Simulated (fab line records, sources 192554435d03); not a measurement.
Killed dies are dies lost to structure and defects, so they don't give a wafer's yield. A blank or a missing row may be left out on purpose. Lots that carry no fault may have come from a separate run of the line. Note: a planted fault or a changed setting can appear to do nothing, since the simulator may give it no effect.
Code-filled problem report in 8D (eight disciplines) form :: flow n5-finfet :: the parts of the form that need people (team, actions taken, sign-off) are left out

## 1. THE PROBLEM
Mean of spin-speed-rpm at N5_BEOL_M5_COAT_74: 1451.2 rpm across 6 wafers in 2 lots; on wafers with no fault it is 1499.9 rpm (standard deviation 0.98). That puts it -50 standard deviations away from the usual mean.
The step: time 60 s, resist thk 5 nm.
The first sign was on wafer L780.1 at day 10 11:58, on litho-track-03. The record holds 18 wafers of 6 lots with a number at this step. By rule, "out" or "out of limits" means more than 4 standard deviations away from the usual mean. Any other wafer with a number is counted as sound.

## 2. WHAT IT IS; WHAT IT IS NOT
question: which readings at this step
is: spin-speed-rpm
is not: dispense-pressure-kPa

question: which lots
is: L780, L785
is not: L773, L778, L790, L792

question: which wafers of those lots
is: all that have a number
is not: -

question: read on which tools
is: litho-track-03
is not: litho-track-05

question: when
is: from day 10 11:58
is not: up to then (6 sound wafers); but 6 sound wafers of L790, L792 came after

## 3. THE SUSPECTS, EACH WITH WHAT RULES IT OUT
Counting: a tool at any process step up to the reading remains a suspect when it ran all the lots that are out and ran no sound lot after the first of those.
- rie-diel-03 at N5_BEOL_M5_DESCUM_16 (chemistry O2, time 7 s): kept. Every lot that is out went through it, starting with L780 (day 10 11:29), and after that it ran no sound lot; the last sound lot it ran before then is L778 (day 9 19:22).
- rie-diel-03 at N5_BEOL_M5_ETCH_72 (etches underlayer in N2/H2, target depth 6.5 nm, time 5.2 s): kept. Every lot that is out went through it, starting with L780 (day 10 11:32), and after that it ran no sound lot; the last sound lot it ran before then is L778 (day 9 19:24).
- rie-diel-03 at N5_BEOL_M5_ETCH_61 (etches SiARC in CF4, target depth 15.6 nm, time 26 s): kept. Every lot that is out went through it, starting with L780 (day 10 11:33), and after that it ran no sound lot; the last sound lot it ran before then is L778 (day 9 19:25).
- litho-track-03 at N5_BEOL_M5_COAT_74 (time 60 s, resist thk 5 nm): kept. Every lot that is out went through it, starting with L780 (day 10 11:58), and after that it ran no sound lot; the last sound lot it ran before then is L778 (day 9 21:11). Out on those wafers are its own readings of spin-speed-rpm.
Left after counting: rie-diel-03 at N5_BEOL_M5_DESCUM_16, rie-diel-03 at N5_BEOL_M5_ETCH_72, rie-diel-03 at N5_BEOL_M5_ETCH_61, litho-track-03 at N5_BEOL_M5_COAT_74.

## 4. THE CAUSE (what the simulator had put in)
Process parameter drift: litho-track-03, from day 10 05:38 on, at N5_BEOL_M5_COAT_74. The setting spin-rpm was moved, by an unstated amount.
Counting leaves 4 suspects; this tool is one of them.

## 5. THE EFFECT CHAIN, in route order
Rows list readings where the struck wafers' mean (over those with a number) sits beyond 3 standard deviations from the usual. Readings are gone through only where the record gives a usual standard deviation; hours: the median, over the lots, of the time from a lot's start at the first step in this table giving one to that lot's start at this step; sigmas: the change measured in usual standard deviations.
hours: 0
step: N5_BEOL_M5_COAT_74
reading: spin-speed-rpm
usual: 1499.9 rpm
on struck wafers: 1451.2
change: -48.7
sigmas: -50
It contains these process steps:
- N5_BEOL_M5_COAT_74: time 60 s, resist thk 5 nm.
Later measuring or inspecting steps at which every struck wafer that the step has a row for has a number for every such reading, and none has moved that far: N5_BEOL_M5_CD_MEAS_28, N5_BEOL_M5_OVL_MEAS_29, N5_BEOL_M5_INSPECT_30.

## 6. WHAT WOULD HAVE CAUGHT IT SOONER
6 hours passed between the start of the fault at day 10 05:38 and the first reading out of limits in this record, taken at day 10 11:58.
